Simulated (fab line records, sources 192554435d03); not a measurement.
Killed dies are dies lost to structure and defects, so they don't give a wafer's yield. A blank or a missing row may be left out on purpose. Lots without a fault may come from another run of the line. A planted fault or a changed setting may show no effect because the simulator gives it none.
Chamber matching | flow n5_finfet | N5_FIN_SAQP_ETCH_51 on rie_diel-01: 4 sister chambers
The step etches SiARC in CF4, target depth 45.5 nm, time 75.8 s. 8 wafers are shown with their chamber, then 7 later ones without.

WAFERS WITH THEIR CHAMBER
wafer  | chamber | showerhead_plenum_p_Torr (Torr) | etch_rf_on_time_s (s)
L080.6 | 3       | 2.10                            | 76.8
L083.2 | 2       | 2.12                            | 74.4
L083.5 | 0       | 2.06                            | 72.8
L084.1 | 2       | 2.12                            | 74.9
L084.2 | 0       | 2.06                            | 73.6
L084.4 | 1       | 2.14                            | 77.1
L091.1 | 1       | 2.14                            | 75.5
L091.4 | 3       | 2.09                            | 76.0

WAFERS WITHOUT THEIR CHAMBER
wafer  | showerhead_plenum_p_Torr (Torr) | etch_rf_on_time_s (s)
L091.5 | 2.09                            | 76.8
L092.1 | 2.13                            | 76.7
L092.3 | 2.09                            | 77.1
L092.6 | 2.05                            | 74.1
L093.2 | 2.13                            | 76.4
L093.4 | 2.05                            | 73.8
L093.6 | 2.11                            | 75.5

WHICH CHAMBER EACH WENT THROUGH
wafer  | from the rows above     | in truth
L091.5 | 3                       | 3
L092.1 | can't be placed: 1 or 2 | 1
L092.3 | 3                       | 3
L092.6 | 0                       | 0
L093.2 | can't be placed: 1 or 2 | 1
L093.4 | 0                       | 0
L093.6 | can't be placed: 2 or 3 | 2
Placed correctly: 4 of 7. Can't be placed from these rows: 3 (the true chamber is among the candidates in 3). Placed wrongly: 0.
How it was worked out, from the rows above alone: a wafer's distance from a chamber is the root of the sum, over the readings, of the square of ((its reading less the chamber's mean) divided by the reading's scatter). The wafer belongs to the nearest chamber; if the next one is less than 2 further off, it can't be placed. A chamber's mean is the mean of its shown wafers. The scatter: the root of (the sum of the squares of (reading less its chamber's mean) over the shown wafers, divided by (wafers less chambers)).
